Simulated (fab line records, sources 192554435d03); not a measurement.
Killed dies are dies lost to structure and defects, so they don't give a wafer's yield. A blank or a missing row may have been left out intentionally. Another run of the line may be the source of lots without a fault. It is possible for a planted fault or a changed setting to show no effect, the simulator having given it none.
Which tool did it?	flow n5 finfet	27 wafers from 9 lots sampled at 5 of the route's 1938 steps

== WHAT EACH GAUGE READ, for each wafer ==
N5_STI_FIN_REVEAL_FIN_H_MEAS_10.
lot	measured	on	trench depth nm (nm)
L114	day 4 00:56	ocd-01	51.6 51.7 51.8
L115	day 4 11:20	ocd-02	52.8 51.0 53.1
L117	day 4 19:53	ocd-01	52.2 52.0 52.1
L119	day 5 07:13	ocd-01	52.7 52.2 51.7
L121	day 5 20:18	ocd-02	46.0 53.2 45.9
L123	day 6 08:58	ocd-02	45.3 52.0 45.1
L127	day 7 06:50	ocd-01	52.4 51.2 52.3
L128	day 7 14:23	ocd-02	53.2 51.7 52.7
L131	day 8 07:31	ocd-01	52.4 51.7 51.4

== EACH LOT AND THE TOOL THAT RAN IT (in order: tool; ch and the chambers of the sampled wafers; start) ==
lot	N5_STI_FIN_REVEAL_ALD_14	N5_STI_FIN_REVEAL_DENSIFY_30	N5_STI_FIN_REVEAL_RECESS_09	N5_STI_FIN_REVEAL_ETCH_34
L114	ald sin-04 ch 0,2,3, day 3 16:19	rtp anneal-02 ch 0, day 3 21:40	vapor etch-01 ch 0,1, day 3 22:14	rie si-02 ch 0,1,3, day 4 00:20
L115	ald sin-03 ch 1,2,3, day 4 02:16	rtp anneal-02 ch 0, day 4 07:37	vapor etch-02 ch 0, day 4 08:05	rie si-05 ch 0,1, day 4 10:43
L117	ald sin-02 ch 0,2,3, day 4 10:49	rtp anneal-02 ch 0, day 4 16:11	vapor etch-02 ch 0,1, day 4 16:39	rie si-04 ch 0,1,2, day 4 19:16
L119	ald sin-03 ch 0,2, day 4 22:40	rtp anneal-01 ch 0, day 5 04:04	vapor etch-02 ch 0,1, day 5 04:31	rie si-04 ch 0,1,3, day 5 06:37
L121	ald sin-04 ch 1,2, day 5 11:37	rtp anneal-02 ch 0, day 5 17:04	vapor etch-02 ch 0,1, day 5 18:05	rie si-05 ch 0,2,3, day 5 19:41
L123	ald sin-04 ch 0,1,2, day 5 23:49	rtp anneal-02 ch 0, day 6 05:10	vapor etch-02 ch 0,1, day 6 05:39	rie si-02 ch 0,1,2, day 6 07:44
L127	ald sin-02 ch 2,3, day 6 21:53	rtp anneal-02 ch 0, day 7 03:30	vapor etch-01 ch 0,1, day 7 04:06	rie si-04 ch 0,1, day 7 06:12
L128	ald sin-04 ch 0,3, day 7 05:21	rtp anneal-02 ch 0, day 7 10:58	vapor etch-01 ch 0, day 7 11:26	rie si-05 ch 1,2,3, day 7 13:46
L131	ald sin-04 ch 0,2,3, day 7 22:58	rtp anneal-02 ch 0, day 8 04:20	vapor etch-01 ch 0,1, day 8 04:50	rie si-04 ch 0,2,3, day 8 06:55
- N5_STI_FIN_REVEAL_ALD_14: deposits Si3N4, target thk 3 nm.
- N5_STI_FIN_REVEAL_DENSIFY_30
- N5_STI_FIN_REVEAL_RECESS_09: chemistry HF/NH3, target SiO2, afs cycles 11, target depth 42.5 nm, sublimation time 60 s.
- N5_STI_FIN_REVEAL_ETCH_34: etches Si in H2, material Si, target depth 0.97 nm.

== THE ANSWER, worked out from the rows above alone ==
Rule: what is usual is taken from the lots themselves. The widest of any qualifying gaps counts: lots, ordered by their means at a reading, are off when they make up no more than a third of the lots, leave a main group of 4 or more, and stand apart from it by 3 or more times the standard deviation of that group's means. The tables above print the reading to a certain number of digits; a main group whose means all agree to those digits is not used. A lot without any number at a reading at which 4 lots or more have one is off too. Where the step has rows for the other lots, those lots are counted as sound.
Off at N5_STI_FIN_REVEAL_FIN_H_MEAS_10 (trench depth nm): L121, L123. For the main group the mean is 52.1 nm and the standard deviation 0.26.
If a tool, at a process step before that reading, ran all the lots that are off and no sound lot after the first of them, it fits. Those tools and the gauges at N5_STI_FIN_REVEAL_FIN_H_MEAS_10 are tried in the same way. One candidate fits, namely vapor etch-02 at N5_STI_FIN_REVEAL_RECESS_09. Its last sound lot is L119 (day 5 04:31), its first lot that is off L121 (day 5 18:05): a fault that began between those two fits.

== WHAT THE SIMULATOR HAD INSERTED ==
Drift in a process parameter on vapor etch-02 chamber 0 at N5_STI_FIN_REVEAL_RECESS_09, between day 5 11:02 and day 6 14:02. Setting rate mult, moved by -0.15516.
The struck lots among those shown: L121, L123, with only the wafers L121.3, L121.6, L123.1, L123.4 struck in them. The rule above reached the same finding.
